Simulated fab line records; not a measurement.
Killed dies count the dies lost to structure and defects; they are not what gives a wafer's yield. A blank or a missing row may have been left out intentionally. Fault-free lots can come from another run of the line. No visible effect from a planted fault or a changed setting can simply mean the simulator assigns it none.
Code-filled problem report in 8D (eight disciplines) form / flow nand harc / the parts of the form that need people (team, actions taken, sign-off) are left out

== 1. WHAT WENT WRONG ==
Wafers without a fault read 595.7 W, standard deviation 1.9; rf fwd power W at NHARC_A_M1_ETCH_15 reads a mean of 499.3 W on 6 wafers belonging to 2 lots. Measured from the usual mean, that is -51 standard deviations.
The step: etches the open film in C4F8/Ar, target depth 182.5 nm, time 91.2 s.
Earliest sighting: wafer L468.3 on rie diel-12 at day 32 00:00. The record has a number at this step for 42 wafers belonging to 14 lots. By rule, "out" or "out of limits" means more than 4 standard deviations away from the usual mean. Any other wafer with a number is counted as sound.

== 2. WHAT THIS IS AND IS NOT ==
question=which readings at this step; is=rf fwd power W; is not=chamber pressure mTorr, rf vpp V
question=which lots; is=L467, L468; is not=L447, L448, L451, L453, L454, L455, L456, L457, L458, L459, L460, L461
question=which wafers of those lots; is=all that have a number; is not=-
question=read on which tools; is=rie diel-12; is not=rie diel-05, rie diel-08
question=when; is=from day 32 00:00; is not=up to then (36 sound wafers)

== 3. THE SUSPECTS, EACH WITH WHAT RULES IT OUT ==
Counting: a tool stays on the suspect list if, at a process step up to the reading, it processed all lots that are out and no sound lot following the first of them.
- rie diel-12 at NHARC_A_M1_ETCH_15 (etches the open film in C4F8/Ar, target depth 182.5 nm, time 91.2 s): kept. All lots that are out passed through it, beginning with L468 at day 32 00:00, and no sound lot followed; its final sound lot before that point was L455 at day 26 05:31. Its own readings are out on those wafers: rf fwd power W.
After counting, what remains is rie diel-12 at NHARC_A_M1_ETCH_15.

== 4. THE CAUSE (what the simulator had put in) ==
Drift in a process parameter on rie diel-12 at NHARC_A_M1_ETCH_15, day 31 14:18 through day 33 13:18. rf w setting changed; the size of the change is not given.
Only this tool survived the counting.

== 5. THE CHAIN OF EFFECTS, in route order ==
Rows list readings where the struck wafers' mean (over those with a number) sits beyond 3 standard deviations from the usual. Scope: only readings with a usual standard deviation given in the record; hours: median across lots of the time from each lot's start at the first step in this table that gives one to its start at this step; sigmas: change in usual standard deviations.
hours=0; step=NHARC_A_M1_ETCH_15; reading=oes product au; usual=0.943 a.u.; on struck wafers=0.854; change=-0.089; sigmas=-3.9
hours=0; step=NHARC_A_M1_ETCH_15; reading=rf fwd power W; usual=595.7 W; on struck wafers=499.3; change=-96.4; sigmas=-51
Here are the process steps it includes:
- NHARC_A_M1_ETCH_15: etches the open film in C4F8/Ar, target depth 182.5 nm, time 91.2 s.

== 6. HOW IT WOULD HAVE BEEN CAUGHT EARLIER ==
The fault began at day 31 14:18; the first out-of-limits reading in this record came at day 32 00:00, 10 hours later.
